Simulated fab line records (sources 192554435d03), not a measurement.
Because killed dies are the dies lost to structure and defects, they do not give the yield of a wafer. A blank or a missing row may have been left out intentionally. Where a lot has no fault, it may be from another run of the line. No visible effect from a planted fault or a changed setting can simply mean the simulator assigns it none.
Chamber matching / flow n5 finfet / N5_HKMG_FIN_HK_ALD_01 on ald hk-02: 4 sister chambers
The step deposits HfO2, target thk 1.6 nm, pulse time 3 s, purge time 3 s. 22 wafers are shown with their chamber, then 11 later ones without.

## WAFERS, EACH WITH ITS CHAMBER
wafer=L074.1; chamber=3; precursor pulse height rel=1.008
wafer=L074.3; chamber=0; precursor pulse height rel=1.010
wafer=L074.5; chamber=2; precursor pulse height rel=0.995
wafer=L080.1; chamber=1; precursor pulse height rel=1.022
wafer=L080.2; chamber=3; precursor pulse height rel=0.978
wafer=L080.6; chamber=1; precursor pulse height rel=1.019
wafer=L082.1; chamber=0; precursor pulse height rel=1.005
wafer=L082.2; chamber=1; precursor pulse height rel=1.001
wafer=L082.3; chamber=3; precursor pulse height rel=1.022
wafer=L082.4; chamber=2; precursor pulse height rel=1.008
wafer=L082.5; chamber=0; precursor pulse height rel=0.994
wafer=L082.6; chamber=3; precursor pulse height rel=1.021
wafer=L084.1; chamber=3; precursor pulse height rel=1.013
wafer=L084.3; chamber=0; precursor pulse height rel=1.006
wafer=L084.4; chamber=1; precursor pulse height rel=1.009
wafer=L085.3; chamber=2; precursor pulse height rel=0.988
wafer=L085.5; chamber=0; precursor pulse height rel=1.001
wafer=L085.6; chamber=3; precursor pulse height rel=0.977
wafer=L087.2; chamber=1; precursor pulse height rel=0.998
wafer=L087.4; chamber=2; precursor pulse height rel=1.002
wafer=L087.6; chamber=1; precursor pulse height rel=1.011
wafer=L088.2; chamber=1; precursor pulse height rel=1.004

SIGNATURES, as means of the wafers listed above
reading=precursor pulse height rel; chamber 0=1.00320; chamber 1=1.00914; chamber 2=0.99825; chamber 3=1.00317; scatter within a chamber=0.0128
Rule: a wafer's distance from a chamber is the root of the sum, over the readings, of the square of ((its reading less the chamber's mean) divided by the reading's scatter). If the next closest chamber is less than 2 further off than the closest, the wafer can't be placed; otherwise it belongs to the closest. The scatter: take each reading less its chamber's mean, square it, sum over the shown wafers, divide by the number of wafers less the number of chambers, and take the root.

## WAFERS WHOSE CHAMBER IS MISSING
wafer=L088.3; precursor pulse height rel=1.030
wafer=L088.5; precursor pulse height rel=0.971
wafer=L093.1; precursor pulse height rel=1.006
wafer=L093.2; precursor pulse height rel=1.019
wafer=L093.3; precursor pulse height rel=1.032
wafer=L093.4; precursor pulse height rel=0.987
wafer=L093.5; precursor pulse height rel=0.991
wafer=L093.6; precursor pulse height rel=0.970
wafer=L096.1; precursor pulse height rel=1.017
wafer=L096.2; precursor pulse height rel=1.025
wafer=L096.3; precursor pulse height rel=0.983

## WHICH CHAMBER EACH WENT THROUGH
wafer=L088.3; from the rows above=can't be placed: 1 or 0 or 3 or 2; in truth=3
wafer=L088.5; from the rows above=can't be placed: 2 or 3 or 0 or 1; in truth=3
wafer=L093.1; from the rows above=can't be placed: 0 or 3 or 1 or 2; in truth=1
wafer=L093.2; from the rows above=can't be placed: 1 or 0 or 3 or 2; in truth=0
wafer=L093.3; from the rows above=can't be placed: 1 or 0 or 3 or 2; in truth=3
wafer=L093.4; from the rows above=can't be placed: 2 or 3 or 0 or 1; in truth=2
wafer=L093.5; from the rows above=can't be placed: 2 or 3 or 0 or 1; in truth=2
wafer=L093.6; from the rows above=can't be placed: 2 or 3 or 0 or 1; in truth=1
wafer=L096.1; from the rows above=can't be placed: 1 or 0 or 3 or 2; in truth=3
wafer=L096.2; from the rows above=can't be placed: 1 or 0 or 3 or 2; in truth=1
wafer=L096.3; from the rows above=can't be placed: 2 or 3 or 0 or 1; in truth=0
Correctly placed: 0 of 11. Can't be placed from these rows: 11 (the true chamber is among the candidates in 11). 0 placed wrongly.
